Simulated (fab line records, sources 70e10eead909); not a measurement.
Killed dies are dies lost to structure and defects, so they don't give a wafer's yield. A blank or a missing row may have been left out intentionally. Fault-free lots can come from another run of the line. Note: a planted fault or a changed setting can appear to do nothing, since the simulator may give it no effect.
Which tool was responsible? + flow nandHarc + 6 lots, 18 wafers sampled, at 2 steps of a route of 1302

## WHAT THE GAUGES READ, wafer by wafer
NHARC_P_STI_CD_MEAS_09: target cd 200 nm.
| lot  | measured     | on       | cdNm (nm)         |
|------|--------------|----------|-------------------|
| L435 | day 3 05:07  | cdSem-02 | 200.1 204.8 204.4 |
| L438 | day 4 11:20  | cdSem-02 | 196.6 199.6 199.5 |
| L443 | day 6 16:40  | cdSem-01 | 187.9 188.8 186.9 |
| L447 | day 8 04:38  | cdSem-01 | 189.2 188.4 189.2 |
| L453 | day 10 16:17 | cdSem-02 | 201.9 202.2 199.6 |
| L457 | day 12 10:59 | cdSem-02 | 202.6 201.9 202.1 |

## TOOL THAT RAN EACH LOT (tool first, then ch and the chambers of the sampled wafers, then the start)
| lot  | NHARC_P_STI_EXPOSE_06            |
|------|----------------------------------|
| L435 | krfScanner-01 ch 0, day 3 04:58  |
| L438 | krfScanner-04 ch 0, day 4 11:11  |
| L443 | krfScanner-01 ch 0, day 6 16:32  |
| L447 | krfScanner-01 ch 0, day 8 04:29  |
| L453 | krfScanner-04 ch 0, day 10 16:08 |
| L457 | krfScanner-04 ch 0, day 12 10:50 |
- NHARC_P_STI_EXPOSE_06: exposes mask P STI, target cd 200 nm.

## THE ANSWER, worked out from the rows above alone
Rule: the lots themselves supply what counts as usual. Put in order of their means at a reading, lots are off if they are a third of the lots or fewer, leave a main group of 4 or more, and stand apart from it by a gap of 3 or more times the standard deviation of the main group's means; of several such gaps the widest counts. A main group is skipped when, at the precision printed for the reading in the tables above, its means are all equal. A lot without any number at a reading at which 4 lots or more have one is off too. Where the step has rows for the other lots, those lots are counted as sound.
Off at NHARC_P_STI_CD_MEAS_09 (cdNm): L443, L447. The main group: mean 201.3 nm, standard deviation 1.7.
A tool fits if, at a process step before that reading, it ran every lot that is off, and no sound lot after the first of them. The gauges at NHARC_P_STI_CD_MEAS_09 are tried like those tools. Undecided on this evidence; 2 tools fit (krfScanner-01 at NHARC_P_STI_EXPOSE_06, cdSem-01 at NHARC_P_STI_CD_MEAS_09).

## WHAT THE SIMULATOR PUT IN
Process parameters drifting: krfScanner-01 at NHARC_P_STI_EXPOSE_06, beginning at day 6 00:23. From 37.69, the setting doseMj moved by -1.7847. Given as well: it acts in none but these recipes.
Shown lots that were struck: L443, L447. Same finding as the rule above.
